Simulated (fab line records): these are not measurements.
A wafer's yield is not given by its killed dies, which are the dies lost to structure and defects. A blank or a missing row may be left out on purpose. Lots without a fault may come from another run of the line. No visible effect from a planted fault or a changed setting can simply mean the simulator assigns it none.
Matching of chambers ; flow n5 finfet ; rie diel-01 running N5_BEOL_M10_STRIP_36: 4 sister chambers
The step strips in N2/H2. 16 wafers are shown with their chamber, then 8 later ones without.

EACH WAFER AND ITS CHAMBER
wafer;chamber;throttle valve pct (%);showerhead plenum p Torr (Torr);oes product au (a.u.)
L075.4;2;23.8;2.65;0.74
L075.5;3;23.8;2.55;0.80
L075.6;2;23.8;2.65;0.74
L080.1;2;23.9;2.64;0.75
L080.3;0;23.8;2.57;0.76
L080.4;1;24.7;2.51;0.66
L082.1;3;23.8;2.54;0.77
L082.3;0;23.9;2.56;0.74
L082.4;2;23.9;2.64;0.72
L084.2;3;23.8;2.54;0.78
L084.3;2;23.9;2.64;0.73
L084.6;2;23.9;2.64;0.73
L087.3;2;23.9;2.64;0.72
L087.5;3;23.8;2.54;0.75
L087.6;2;23.9;2.64;0.71
L095.2;0;23.9;2.55;0.72

SIGNATURES (averages over the wafers above)
reading;chamber 0;chamber 1;chamber 2;chamber 3;scatter within a chamber
throttle valve pct;23.867;24.700;23.875;23.800;0.0425
showerhead plenum p Torr;2.5600;2.5100;2.6425;2.5425;0.00595
oes product au;0.7400;0.6600;0.7300;0.7750;0.0166
Rule: a wafer's distance from a chamber is the root of the sum, over the readings, of the square of ((its reading less the chamber's mean) divided by the reading's scatter). If the next closest chamber is less than 2 further off than the closest, the wafer can't be placed; otherwise it belongs to the closest. The scatter is the square root of a quotient: the sum, over the shown wafers, of each reading's squared deviation from its chamber's mean, divided by wafers minus chambers.

WAFERS WITH NO CHAMBER GIVEN
wafer;throttle valve pct (%);showerhead plenum p Torr (Torr);oes product au (a.u.)
L095.5;23.8;2.53;0.76
L095.6;23.9;2.55;0.72
L094.3;23.9;2.55;0.71
L094.4;24.3;2.50;0.93
L094.6;23.8;2.53;0.75
L097.2;23.9;2.54;0.70
L097.4;24.2;2.49;0.93
L097.6;23.9;2.54;0.73

WHICH CHAMBER EACH ONE RAN IN
wafer;from the rows above;in truth
L095.5;3;3
L095.6;0;0
L094.3;0;0
L094.4;can't be placed: 3 or 0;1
L094.6;3;3
L097.2;can't be placed: 0 or 3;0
L097.4;3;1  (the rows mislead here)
L097.6;can't be placed: 0 or 3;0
Placed correctly: 4 of 8. Unplaceable from these rows: 3, with the true chamber sitting among the candidates in 2. Wrongly placed: 1.
